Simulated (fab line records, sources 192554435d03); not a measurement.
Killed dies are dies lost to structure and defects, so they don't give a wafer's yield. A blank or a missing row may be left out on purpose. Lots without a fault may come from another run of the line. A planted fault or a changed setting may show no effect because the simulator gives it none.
Split-lot experiment | flow n5_finfet | 7 lots, 21 wafers read, on a route of 1938 steps

THE SPLIT
At N5_FIN_SAQP_PEB_14 (peb time 60 s), the setting peb_time_s was moved away from the recipe's 60 s on 2 of the 21 wafers read, by +12.1% to +19.3%. The other wafers ran this setting at the recipe's value.

FROM THE SPLIT TO THE READING: what the file shows between them, 1 step
- N5_FIN_SAQP_DEVELOP_15: develop time 30 s

THE READING
cd_nm, in nm, at N5_FIN_SAQP_CD_MEAS_16 (target cd 35.6 nm). Fault-free wafers of this fab line usually give 35.60 nm, standard deviation 0.27 nm.

wafer  | tool, chamber at the split | peb_time_s as run, s | against the recipe | cd_nm, nm | against lot-mates on the recipe
L075.2 | litho_track-04, 0          | 60                   | recipe             | 35.98     | -
L075.3 | litho_track-04, 0          | 60                   | recipe             | 35.55     | -
L075.4 | litho_track-04, 0          | 60                   | recipe             | 36.05     | -
L077.1 | litho_track-02, 0          | 60                   | recipe             | 35.65     | -
L077.3 | litho_track-02, 0          | 60                   | recipe             | 35.32     | -
L077.4 | litho_track-02, 0          | 60                   | recipe             | 35.58     | -
L078.1 | litho_track-03, 0          | 60                   | recipe             | 35.69     | -
L078.3 | litho_track-03, 0          | 60                   | recipe             | 35.69     | -
L078.6 | litho_track-03, 0          | 60                   | recipe             | 35.73     | -
L084.2 | litho_track-03, 0          | 60                   | recipe             | 35.60     | -
L084.4 | litho_track-03, 0          | 60                   | recipe             | 35.62     | -
L084.6 | litho_track-03, 0          | 60                   | recipe             | 35.44     | -
L087.1 | litho_track-03, 0          | 60                   | recipe             | 35.78     | -
L087.5 | litho_track-03, 0          | 60                   | recipe             | 35.50     | -
L087.6 | litho_track-03, 0          | 60                   | recipe             | 35.44     | -
L088.2 | litho_track-04, 0          | 60                   | recipe             | 35.80     | -
L088.3 | litho_track-04, 0          | 60                   | recipe             | 36.09     | -
L088.6 | litho_track-04, 0          | 67.25                | +12.1%             | 34.31     | -1.63
L091.1 | litho_track-02, 0          | 60                   | recipe             | 35.48     | -
L091.4 | litho_track-02, 0          | 60                   | recipe             | 35.69     | -
L091.6 | litho_track-02, 0          | 71.57                | +19.3%             | 33.24     | -2.34

THE FIT
A straight line over all 21 wafers: cd_nm changes by -0.122 nm for each +1% of peb_time_s; r = -0.95; the points scatter about the line by 0.2 nm.
The same after taking each lot's own level away (the mean of its wafers on the recipe; 21 wafers): -0.125 nm for each +1%; r = -0.98; scatter 0.14 nm.
On that fit, the largest move of peb_time_s shifts the reading by 2.4 nm.
The lots' own levels span 35.517 to 35.945 nm, that is 1.6 times the standard deviation above.
So the lot-to-lot level changes the slope little: the two slopes agree.
Check: with one of the wafers moved furthest among these (+19.3%) left out of the fit, the line predicts -2.61 nm for it against its lot-mates. It came out at -2.34 nm against them.

OTHER SPLITS ON THESE WAFERS
These wafers also went through other splits before the reading. Each is held against what the fit with the lots' levels taken away leaves over:
other split on the same wafers  | wafers away from the commonest value | r with cd_nm (lot level and that fit taken away)
N5_ZERO_LAYER_PECVD_02 time_s   | 5                                    | +0.15
N5_ZERO_LAYER_EXPOSE_08 dose_mj | 7                                    | -0.10
N5_WELL_APT_EXPOSE_22 dose_mj   | 8                                    | +0.11
N5_WELL_APT_PEB_23 peb_time_s   | 7                                    | +0.10
N5_FIN_SAQP_PECVD_48 time_s     | 8                                    | -0.38

THE FILE'S OWN FIT
cd_nm changes by -0.125 nm for each +1% of peb_time_s, r = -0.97.
